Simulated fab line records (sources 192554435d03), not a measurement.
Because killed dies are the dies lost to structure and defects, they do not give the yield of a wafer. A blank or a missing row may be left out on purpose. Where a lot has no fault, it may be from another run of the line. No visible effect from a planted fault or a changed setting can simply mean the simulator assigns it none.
Split-lot experiment -- flow n5-finfet -- 21 wafers read from 7 lots, route of 1938 steps

## THE SPLIT ITSELF
At N5_BEOL_M6_PECVD_70 (deposits SiO2 from TEOS/O2, target thk 20 nm, time 22.7 s), the setting time-s was moved away from the recipe's 22.7 s on 7 of the 21 wafers read, by -13.9% to +14.8%. For the rest of the wafers, this setting stayed at what the recipe calls for.

Reading taken at the split's own step.

## THE READING
SiO2_of_BEOL_M6_PECVD_70.thk-nm (the simulator's own value, which no gauge read), in nm, at N5_BEOL_M6_PECVD_70 (deposits SiO2 from TEOS/O2, target thk 20 nm, time 22.7 s). There is no usual value for it anywhere in the file. Average 20.0 nm, standard deviation 0.38 nm, over the 14 wafers here run with the recipe.

wafer,"tool, chamber at the split","time-s as run, s",against the recipe,"SiO2_of_BEOL_M6_PECVD_70.thk-nm, nm",against lot-mates on the recipe
L075.3,"pecvd-01, 1",22.7,recipe,19.4,-
L075.4,"pecvd-01, 0",22.7,recipe,19.6,-
L075.5,"pecvd-01, 0",25.44,+12.1%,22.2,+2.7
L077.2,"pecvd-03, 1",22.7,recipe,20,-
L077.3,"pecvd-03, 1",26.06,+14.8%,23,+3.2
L077.5,"pecvd-03, 0",22.7,recipe,19.6,-
L081.1,"pecvd-02, 0",21.36,-5.9%,18.8,-1.8
L081.2,"pecvd-02, 2",22.7,recipe,20.6,-
L081.3,"pecvd-02, 1",21.36,-5.9%,19,-1.6
L082.1,"pecvd-01, 1",25.38,+11.8%,22,+2.0
L082.4,"pecvd-01, 0",22.7,recipe,20,-
L082.5,"pecvd-01, 2",25.38,+11.8%,22.2,+2.2
L084.4,"pecvd-02, 1",22.7,recipe,20,-
L084.5,"pecvd-02, 2",19.54,-13.9%,17.8,-2.3
L084.6,"pecvd-02, 0",22.7,recipe,20.2,-
L090.1,"pecvd-03, 1",22.7,recipe,19.8,-
L090.3,"pecvd-03, 0",22.7,recipe,19.4,-
L090.4,"pecvd-03, 1",22.7,recipe,20.4,-
L093.2,"pecvd-03, 1",22.7,recipe,20,-
L093.4,"pecvd-03, 1",22.7,recipe,19.8,-
L093.5,"pecvd-03, 2",22.7,recipe,20.6,-

THE FIT
A straight line over all 21 wafers: SiO2_of_BEOL_M6_PECVD_70.thk-nm changes by +0.181 nm for each +1% of time-s; r = +0.96; the points scatter about the line by 0.35 nm.
The same after taking each lot's own level away (the mean of its wafers on the recipe; 21 wafers): +0.201 nm for each +1%; r = +0.97; scatter 0.33 nm.
According to that fit, moving time-s by its largest amount changes the reading by 3 nm.
Measured against the standard deviation above, the lots' own levels, which go from 19.50 to 20.60 nm, span 2.9 times it.
The two slopes agree, so the slope changes little with the lot-to-lot level.
Check: +2.86 nm against its lot-mates is what the line predicts for one of the wafers moved furthest among these (+14.8%) when that wafer is left out of the fit. It came out at +3.2 nm against them.

## FURTHER SPLITS ON THESE WAFERS
Before the reading, these wafers also passed through other splits. Each is held against what the fit with the lots' levels taken away leaves over:
other split on the same wafers,wafers away from the commonest value,r with SiO2_of_BEOL_M6_PECVD_70.thk-nm (lot level and that fit taken away)
N5_BEOL_M5_COAT_66 spin-rpm,7,-0.02

## FILE'S OWN FIT
SiO2_of_BEOL_M6_PECVD_70.thk-nm changes by +0.2 nm for each +1% of time-s, r = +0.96.
